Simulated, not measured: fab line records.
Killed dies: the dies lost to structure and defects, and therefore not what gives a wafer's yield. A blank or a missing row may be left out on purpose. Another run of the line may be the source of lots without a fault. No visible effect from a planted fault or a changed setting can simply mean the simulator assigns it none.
fab line records | flow nandHarc | part 2 of 2: steps 29 to 37 of 37
record lots=5 | wafers=15 | lastDay=24
route steps=1159 shown P_M2@342 P_BONDPAD@351
lots untouched by any fault: they come from a run of this same line in which no faults occurred
startH: start of the lot's first displayed wafer, in hours after the record's first day | waitH: time in hours since the lot's previous step | " same as the row above | L1.1+2: one row covering several wafers at once | - no value present, or no start provided | * or withheld: withheld | < > ~ a bound
route shown NAME@n: names a module that has steps shown in the file, with the first one's number in the route | usual: the fault-free wafers' mean and standard deviation | same: alike in all rows | chamber/n: place in a boat | sites: the reading at each site | _std_site: standard deviation across them | _edge_site: outer sites' mean less inner sites' | radiusMm: how far each site lies from the wafer's centre | mask NAME#n: copy n | behind: the most recent tool/chamber to have shaped the wafer | hold: why the lot went on hold/how many hours it stayed there/how the hold came to an end | device: which transistor (n, p or np) failed to switch | end of line: at the end of the route, the tests of the same wafers | where a step has no rows: the recipe by itself | killed: dies lost to structure and defects at the first sort, not the wafer's yield | map: a wafer's dies, x killed, . not, _ none there
set.NAME: the setting as run; set.NAME@STEP: as run at that earlier step | model.NAME: the simulator's own value behind a step, which no gauge read
a table for each step, a row for each wafer; lots at some steps of the route
services: when a tool's chamber went out of use (startH, in hours from the record's first day, below 0 if earlier), for how many hours, and the reason
## steps
# step NHARC_P_BONDPAD_STRIP_15
# recipe o2FlowSccm=500 | arFlowSccm=0 | biasW=0 | chemistry=O2
# usual drypumpMotorCurrentA=5.8/0.6 | o2FlowSccm=499.9/1.5 | oesProductAu=0.998/0.0092 | rfVppV=57.5/0.94 | showerheadPlenumPTorr=3.40/0.12 | throttleValvePct=17.036/0.0087
lot.wafer | tool       | chamber | startH | waitH | drypumpMotorCurrentA | o2FlowSccm | oesProductAu | rfHoursCounterH | rfVppV | showerheadPlenumPTorr | throttleValvePct
L081.4    | rieDiel-12 | 1       | 171.76 | 0.1   | 6.5                  | 501.3      | 0.992        | 49              | 57.3   | 3.32                  | 17.040
L081.3    | "          | 2       | "      | "     | 6.7                  | 501.0      | 1.019        | 45              | 57.3   | 3.71                  | 17.033
L081.2    | "          | 3       | "      | "     | 5.8                  | 498.8      | 0.999        | 52              | 59.7   | 3.68                  | 17.040
L082.1    | rieDiel-04 | 0       | 181.46 | 0.1   | 6.6                  | 497.4      | 0.998        | 6               | 57.6   | 3.30                  | 17.029
L082.3    | "          | 3       | "      | "     | 5.1                  | 501.0      | 1.007        | 6               | 58.9   | 3.38                  | 17.045
L082.5    | "          | 0       | "      | "     | 6.6                  | 499.9      | 1.003        | -               | 58.2   | 3.30                  | 17.040
L086.1    | rieDiel-04 | 0       | 210.25 | 0.1   | 6.6                  | 499.0      | 0.985        | 7               | 57.4   | 3.30                  | 17.038
L086.2    | "          | 2       | "      | "     | 5.9                  | 501.5      | 1.000        | 9               | 58.3   | 3.31                  | 17.042
L086.5    | "          | 1       | "      | "     | 5.2                  | 502.2      | 1.004        | -               | 57.0   | 3.56                  | 17.051
L091.1    | rieDiel-04 | 1       | 228.22 | 0.1   | 5.2                  | 501.7      | 0.999        | 8               | 59.0   | 3.56                  | 17.023
L091.5    | "          | 2       | "      | "     | 5.9                  | 499.1      | 1.005        | -               | 57.2   | 3.31                  | 17.037
L091.6    | "          | 3       | "      | "     | 5.1                  | 500.9      | 1.000        | -               | 58.4   | 3.38                  | 17.053
L096.2    | rieDiel-04 | 0       | 254.96 | 0.1   | 6.6                  | 500.3      | 0.972        | 11              | 55.9   | 3.30                  | 17.042
L096.1    | "          | 1       | "      | "     | 5.2                  | 498.3      | 1.003        | 11              | 57.1   | 3.55                  | 17.024
L096.5    | "          | 3       | "      | "     | 5.1                  | 502.1      | 1.001        | -               | 59.1   | 3.38                  | 17.026
# step NHARC_P_BONDPAD_ETCH_24
# recipe targetDepthA=300 | overEtchFrac=0.3 | timeS=72.99 | ionEnergyEv=150 | cf4FlowSccm=50 | n2FlowSccm=100 | arFlowSccm=150 | rfW=300 | biasW=100 | chemistry=CF4/N2
# usual drypumpMotorCurrentA=5.8/0.6 | oesProductAu=0.998/0.0094 | rfVppV=312.7/1.6 | showerheadPlenumPTorr=2.53/0.091 | throttleValvePct=19.793/0.0087
lot.wafer | tool       | chamber | startH | waitH | drypumpMotorCurrentA | oesProductAu | rfHoursCounterH | rfVppV | showerheadPlenumPTorr | throttleValvePct
L081.2    | rieDiel-12 | 0       | -      | -     | 5.8                  | 0.998        | 53              | 316.4  | 2.71                  | 19.796
L081.3    | "          | 2       | "      | "     | 6.7                  | 0.999        | 45              | 317.4  | 2.77                  | 19.787
L081.4    | "          | 3       | "      | "     | 5.8                  | 0.994        | 52              | 315.3  | 2.74                  | 19.798
L082.3    | rieDiel-04 | 2       | -      | -     | 5.8                  | 0.982        | 6               | 312.2  | 2.46                  | 19.786
L082.1    | "          | 3       | "      | "     | 5.1                  | 1.000        | 6               | 311.9  | 2.51                  | 19.795
L082.5    | "          | 1       | "      | "     | 5.2                  | 0.992        | -               | 314.3  | 2.65                  | 19.772
L086.2    | rieDiel-04 | 2       | -      | -     | 5.8                  | 1.006        | 9               | 311.1  | 2.46                  | 19.791
L086.1    | "          | 3       | "      | "     | 5.1                  | 1.010        | 8               | 312.1  | 2.51                  | 19.795
L086.5    | "          | 1       | "      | "     | 5.2                  | 1.007        | -               | 314.5  | 2.65                  | 19.781
L091.1    | rieDiel-04 | 3       | -      | -     | 5.1                  | 1.001        | 9               | 312.4  | 2.51                  | 19.786
L091.5    | "          | 2       | "      | "     | 5.9                  | 1.004        | -               | 311.9  | 2.46                  | 19.799
L091.6    | "          | 3       | "      | "     | 5.1                  | 1.005        | -               | 313.8  | 2.51                  | 19.788
L096.1    | rieDiel-04 | 3       | -      | -     | 5.1                  | 1.003        | 11              | 312.6  | 2.51                  | 19.790
L096.2    | "          | 0       | "      | "     | 6.6                  | 0.978        | 11              | 312.0  | 2.45                  | 19.795
L096.5    | "          | 3       | "      | "     | 5.1                  | 1.010        | -               | 312.7  | 2.51                  | 19.789
# step NHARC_P_BONDPAD_STRIP_16
# recipe timeS=600 | tempC=30 | chemistry=postEtchResidueRemover
lot.wafer  | tool        | chamber | startH | waitH
L081.4+2+3 | wetBench-10 | 3,5,6   | 172.03 | -
L082.1+5+3 | wetBench-10 | 4,5,6   | 181.75 | -
L086.5+2+1 | wetBench-08 | 2,4,5   | 210.54 | -
L091.5+1+6 | wetBench-10 | 2,3,4   | 228.49 | -
L096.5+1+2 | wetBench-08 | 2,4,6   | 255.23 | -
# step NHARC_P_BONDPAD_DEGAS_25
# recipe tempC=300 | timeS=60
# usual heaterPowerW=466/38
lot.wafer | tool          | chamber | startH | waitH | heaterPowerW
L081.4    | pvdSputter-01 | -       | 172.29 | -     | 423
L081.2    | "             | -       | "      | "     | 479
L081.3    | "             | -       | "      | "     | 528
L082.1    | pvdSputter-01 | -       | 182.01 | -     | 485
L082.3    | "             | -       | "      | "     | 544
L082.5    | "             | -       | "      | "     | 548
L086.1    | pvdSputter-01 | -       | 210.82 | -     | 485
L086.2    | "             | -       | "      | "     | 495
L086.5    | "             | -       | "      | "     | 486
L091.1    | pvdSputter-01 | -       | 228.78 | -     | 483
L091.5    | "             | -       | "      | "     | 535
L091.6    | "             | -       | "      | "     | 498
L096.2    | pvdSputter-01 | -       | 255.50 | -     | 493
L096.1    | "             | -       | "      | "     | 480
L096.5    | "             | -       | "      | "     | 488
# step NHARC_P_BONDPAD_PRE_CLEAN_26
# recipe timeS=30 | tempC=280 | gas=H2/He
# usual heaterPowerW=408/34
lot.wafer | tool          | chamber | startH | waitH | heaterPowerW
L081.3    | pvdSputter-01 | -       | -      | -     | 380
L081.4    | "             | -       | "      | "     | 442
L081.2    | "             | -       | "      | "     | 483
L082.1    | pvdSputter-01 | -       | -      | -     | 468
L082.3    | "             | -       | "      | "     | 434
L082.5    | "             | -       | "      | "     | 433
L086.2    | pvdSputter-01 | -       | -      | -     | 382
L086.1    | "             | -       | "      | "     | 424
L086.5    | "             | -       | "      | "     | 432
L091.1    | pvdSputter-01 | -       | -      | -     | 425
L091.6    | "             | -       | "      | "     | 422
L091.5    | "             | -       | "      | "     | 384
L096.1    | pvdSputter-01 | -       | -      | -     | 427
L096.2    | "             | -       | "      | "     | 369
L096.5    | "             | -       | "      | "     | 478
# step NHARC_P_BONDPAD_PVD_17
# recipe targetThkA=50 | biasV=168.6 | powerW=15000 | chamberPressurePa=0.12 | timeS=8.06 | substrateTempC=50 | material=TaN
# usual throttleValvePct=29.5/1.1
lot.wafer | tool          | chamber | startH | waitH | throttleValvePct
L081.4    | pvdSputter-01 | -       | -      | -     | 29.2
L081.3    | "             | -       | "      | "     | 29.3
L081.2    | "             | -       | "      | "     | 29.3
L082.3    | pvdSputter-01 | -       | -      | -     | 31.0
L082.1    | "             | -       | "      | "     | 29.4
L082.5    | "             | -       | "      | "     | 31.0
L086.1    | pvdSputter-01 | -       | -      | -     | 29.1
L086.2    | "             | -       | "      | "     | 31.2
L086.5    | "             | -       | "      | "     | 29.3
L091.1    | pvdSputter-01 | -       | -      | -     | 29.2
L091.5    | "             | -       | "      | "     | 31.1
L091.6    | "             | -       | "      | "     | 29.0
L096.1    | pvdSputter-01 | -       | -      | -     | 29.0
L096.2    | "             | -       | "      | "     | 29.3
L096.5    | "             | -       | "      | "     | 30.9
# step NHARC_P_BONDPAD_PVD_27
# recipe targetThkA=300 | chamberPressurePa=5 | powerW=5000 | substrateTempC=30 | timeS=20.49 | material=Cu
# usual throttleValvePct=29.5/1.1
lot.wafer | tool          | chamber | startH | waitH | throttleValvePct
L081.2    | pvdSputter-01 | -       | -      | -     | 29.2
L081.3    | "             | -       | "      | "     | 29.6
L081.4    | "             | -       | "      | "     | 29.2
L082.3    | pvdSputter-01 | -       | -      | -     | 29.1
L082.1    | "             | -       | "      | "     | 29.3
L082.5    | "             | -       | "      | "     | 29.3
L086.1    | pvdSputter-01 | -       | -      | -     | 29.4
L086.2    | "             | -       | "      | "     | 31.4
L086.5    | "             | -       | "      | "     | 31.0
L091.1    | pvdSputter-01 | -       | -      | -     | 29.1
L091.5    | "             | -       | "      | "     | 30.8
L091.6    | "             | -       | "      | "     | 29.1
L096.1    | pvdSputter-01 | -       | -      | -     | 29.6
L096.2    | "             | -       | "      | "     | 29.0
L096.5    | "             | -       | "      | "     | 29.4
# step NHARC_P_BONDPAD_ECD_18
# recipe targetThkA=4000 | bathTempC=25 | material=Cu
lot.wafer  | tool     | chamber | startH | waitH
L081.2+4+3 | ecdCu-01 | 0,1,0   | 172.70 | -
L082.1+3+5 | ecdCu-01 | 0,1,0   | 182.42 | -
L086.2+1+5 | ecdCu-01 | 1,0,0   | 211.17 | -
L091.1+5+6 | ecdCu-01 | 1,1,0   | 229.13 | -
L096.1+2+5 | ecdCu-01 | 0,1,0   | 255.85 | -
# step NHARC_P_BONDPAD_ANNEAL_28
# recipe tempC=225 | timeS=90
# usual annealTempC=225.02/0.17 | wafer_temp_C_max=226.1/0.53
lot.wafer | tool         | chamber | startH | waitH | annealTempC | wafer_temp_C_max
L081.2    | rtpAnneal-02 | 0       | 173.08 | -     | 224.89      | 226.3
L081.3    | "            | 0       | "      | "     | 224.63      | 226.9
L081.4    | "            | 0       | "      | "     | 224.81      | 225.9
L082.1    | rtpAnneal-01 | 0       | 182.74 | -     | 224.83      | 225.6
L082.3    | "            | 0       | "      | "     | 224.85      | 225.9
L082.5    | "            | 0       | "      | "     | 224.87      | 225.7
L086.1    | rtpAnneal-02 | 0       | 211.55 | -     | 224.89      | 226.3
L086.2    | "            | 0       | "      | "     | 224.85      | 226.7
L086.5    | "            | 0       | "      | "     | 225.01      | 227.3
L091.1    | rtpAnneal-01 | 0       | 229.50 | -     | 225.01      | 225.4
L091.5    | "            | 0       | "      | "     | 225.25      | 225.4
L091.6    | "            | 0       | "      | "     | 225.05      | 225.5
L096.1    | rtpAnneal-02 | 0       | 256.26 | 0.4   | 225.43      | 227.0
L096.2    | "            | 0       | "      | "     | 225.37      | 226.0
L096.5    | "            | 0       | "      | "     | 225.21      | 226.0
## services
tool          | chamber | startH | hours | kind
wetBench-08   | -       | 148.77 | 0.5   | repair
rieDiel-12    | -       | 150.90 | 1.2   | repair
pecvd-02      | -       | 153.44 | 13.0  | pm
cmp-03        | -       | 156.00 | 4.0   | pm
pecvd-01      | 2       | 157.18 | 8.7   | repair
pvdSputter-01 | -       | 158.00 | 10.0  | pm
lithoTrack-02 | -       | 165.00 | 7.0   | pm
wetBench-08   | -       | 166.86 | 35.2  | repair
pecvd-01      | -       | 167.42 | 7.7   | repair
cmp-01        | -       | 179.50 | 4.0   | pm
lithoTrack-07 | -       | 189.01 | 7.0   | pm
pvdSputter-01 | -       | 193.70 | 1.8   | repair
cmp-04        | -       | 203.00 | 4.0   | pm
rieDiel-04    | 0       | 205.54 | 2.6   | repair
cmp-04        | -       | 218.65 | 1.8   | repair
pecvd-02      | -       | 220.80 | 1.6   | repair
wetBench-08   | -       | 230.40 | 8.0   | pm
cmp-04        | -       | 236.25 | 1.1   | repair
lithoTrack-05 | -       | 237.00 | 7.0   | pm
pecvd-01      | -       | 237.16 | 13.0  | pm
pvdSputter-01 | -       | 244.65 | 1.8   | repair
wetBench-10   | -       | 247.20 | 8.0   | pm
cmp-03        | -       | 254.02 | 4.0   | pm
krfScanner-01 | -       | 256.00 | 4.0   | pm
